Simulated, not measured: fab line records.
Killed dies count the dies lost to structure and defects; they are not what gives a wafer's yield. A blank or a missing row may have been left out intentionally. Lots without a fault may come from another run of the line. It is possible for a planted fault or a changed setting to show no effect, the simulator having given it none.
Matching of chambers :: flow n5Finfet :: N5_BEOL_M3_ALD_98 on aldSin-02 has 4 sister chambers
The step deposits SiO2, target thk 2.5 nm, pulse time 1 s, co reactant pulse time 1 s. 4 wafers are shown with their chamber, then 11 later ones without.

WAFERS PAIRED WITH THEIR CHAMBERS
wafer: L084.4
chamber: 3
heaterPowerW (W): 73

wafer: L089.4
chamber: 2
heaterPowerW (W): 77

wafer: L089.5
chamber: 1
heaterPowerW (W): 78

wafer: L093.1
chamber: 0
heaterPowerW (W): 90

WAFERS WHOSE CHAMBER IS MISSING
wafer: L093.3
heaterPowerW (W): 75

wafer: L093.4
heaterPowerW (W): 76

wafer: L094.1
heaterPowerW (W): 80

wafer: L094.3
heaterPowerW (W): 90

wafer: L094.4
heaterPowerW (W): 76

wafer: L095.2
heaterPowerW (W): 80

wafer: L095.3
heaterPowerW (W): 75

wafer: L095.4
heaterPowerW (W): 91

wafer: L097.2
heaterPowerW (W): 81

wafer: L097.4
heaterPowerW (W): 76

wafer: L097.5
heaterPowerW (W): 77

THE CHAMBER EACH PASSED THROUGH
wafer: L093.3
from the rows above: can't be placed: 2 or 3 or 1
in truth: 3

wafer: L093.4
from the rows above: can't be placed: 2 or 1 or 3
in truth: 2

wafer: L094.1
from the rows above: can't be placed: 1 or 2
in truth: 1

wafer: L094.3
from the rows above: 0
in truth: 0

wafer: L094.4
from the rows above: can't be placed: 2 or 1 or 3
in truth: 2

wafer: L095.2
from the rows above: can't be placed: 1 or 2
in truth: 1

wafer: L095.3
from the rows above: can't be placed: 2 or 3 or 1
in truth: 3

wafer: L095.4
from the rows above: 0
in truth: 0

wafer: L097.2
from the rows above: can't be placed: 1 or 2
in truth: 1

wafer: L097.4
from the rows above: can't be placed: 2 or 1 or 3
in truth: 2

wafer: L097.5
from the rows above: can't be placed: 2 or 1
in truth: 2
2 of 11 placed correctly. These rows do not allow placing 9 (true chamber among the candidates in 9). Wrongly placed: 0.
How it was worked out, from the rows above alone: a wafer's distance from a chamber is the root of the sum, over the readings, of the square of ((its reading less the chamber's mean) divided by the reading's scatter). The wafer belongs to the nearest chamber; if the next one is less than 2 further off, it can't be placed. A chamber's mean is the mean of its shown wafers. The scatter: with one shown wafer a chamber, the root of the mean of the squares of how far each hidden wafer lies from its nearest shown one.
